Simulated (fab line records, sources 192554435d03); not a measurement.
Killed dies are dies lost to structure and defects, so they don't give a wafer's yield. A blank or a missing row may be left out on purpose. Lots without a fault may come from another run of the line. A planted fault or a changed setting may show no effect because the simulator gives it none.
A struck lot beside a sound one | flow n5_finfet | 25 steps out of a route of 1938
Sound: wafers L786.3, L786.4, L786.6. Struck: wafers L791.1, L791.5, L791.6. The cause comes at the end.
At each step with rows: each side's tool, then ch and its chambers, then its first start. Under that, the readings that differ: sound wafers | struck wafers | difference of the means | sigmas: that difference in standard deviations of wafers without a fault.
alike: readings whose means differ by less than 2 such deviations, and words and numbers that are the same on both sides. not compared: withheld readings, readings that some wafer has no value for, bounds like >300 that may hide the same value, and numbers for which the record gives no deviation and whose values overlap.
The two part at a step that has a row with sigmas, a row that says differs or no value, or rows on one side only. Numbers that don't overlap but have no deviation are shown without sigmas and don't part them. A reading that every wafer of one side lacks parts them only if that side has two wafers or more.

first, 9 steps without rows for these wafers: N5_BEOL_M15_SOFTBAKE_05 (time 60 s); N5_BEOL_M15_EXPOSE_07 (exposes mask V14); N5_BEOL_M15_PEB_08 (peb time 90 s); N5_BEOL_M15_DEVELOP_09 (develop time 45 s); N5_BEOL_M15_HARDBAKE_14 (time 120 s); N5_BEOL_M15_DESCUM_15 (chemistry O2, time 7.9 s); N5_BEOL_M15_ETCH_59 (etches BARC in N2/H2, target depth 89 nm, overetch 26.7 nm, time 67.9 s); N5_BEOL_M15_VIA_ETCH_16 (etches SiO2 in C4F8/O2/Ar, target depth 1792.2 nm); N5_BEOL_M15_STRIP_63 (strips in O2).
N5_BEOL_M15_STRIP_64: strips in O2.
  sound on rie_diel-02 ch 0,2,3, day 12 23:00; struck on rie_diel-02 ch 0,1,3, day 13 16:00
  alike: chamber_pressure_mTorr, drypump_motor_current_A, oes_product_au, rf_vpp_V, showerhead_plenum_p_Torr, temp_c, throttle_valve_pct
  not compared: rf_hours_counter_h
then, 12 steps without rows for these wafers: N5_BEOL_M15_STRIP_65 (strips in post etch residue remover, time 60 s); N5_BEOL_M15_SRD_66 (time 30 s, dry time 30 s); N5_BEOL_M15_COAT_56 (time 60 s, resist thk 550 nm); N5_BEOL_M15_ETCH_57 (etches SOC in N2/H2, time 750 s); N5_BEOL_M15_COAT_60 (time 60 s, resist thk 89 nm); N5_BEOL_M15_COAT_22 (resist thk 800 nm); N5_BEOL_M15_EBR_24; N5_BEOL_M15_SOFTBAKE_23 (time 60 s); N5_BEOL_M15_EXPOSE_25 (exposes mask M15, target cd 400 nm); N5_BEOL_M15_PEB_26 (peb time 90 s); N5_BEOL_M15_DEVELOP_27 (develop time 45 s); N5_BEOL_M15_HARDBAKE_32 (time 120 s).
N5_BEOL_M15_INSPECT_30: inspects for defects (macro).
  sound on defect_inspect-02, day 13 00:13; struck on defect_inspect-01, day 13 17:20
  reading          | sound | struck         | difference | sigmas
  raw_defect_count | 3 0 1 | >300 >300 >300 | differs    |
then, 1 step without rows for these wafers: N5_BEOL_M15_DESCUM_33 (chemistry O2, time 7.9 s).
N5_PASSIVATION_PROBE_49:
  sound on prober-01, day 13 19:50; struck on prober-01, day 14 10:01
  reading                  | sound          | struck         | difference | sigmas
  defect_limited_yield (%) | 90.7 89.7 90.3 | 85.5 82.0 85.8 | -5.8       | -4
  killed_at_M4_up          | 21 15 14       | 96 119 73      | +79        | +13
  killed_dies              | 110 121 114    | 171 212 167    | +68        | +4
  killed_on_rim            | 15 9 10        | 26 22 32       | +15        | +4
  sort_bin_5_function (%)  | 5.3 5.8 5.6    | 8.4 11.3 9.2   | +4.1       | +4
  sort_n_pass              | 1067 1059 1066 | 1009 968 1013  | -67        | -4
  sort_yield_pct (%)       | 90.4 89.7 90.3 | 85.5 82.0 85.8 | -5.7       | -4
  alike: killed_at_M0_to_M3, killed_at_contacts, killed_at_front_end, killed_at_other, killed_open, killed_short, sort_bin_6_memory, sort_bin_8_speed

WHERE THEY PART
First at N5_BEOL_M15_INSPECT_30; last, within this record, at N5_PASSIVATION_PROBE_49.

WHY: what the simulator had put in
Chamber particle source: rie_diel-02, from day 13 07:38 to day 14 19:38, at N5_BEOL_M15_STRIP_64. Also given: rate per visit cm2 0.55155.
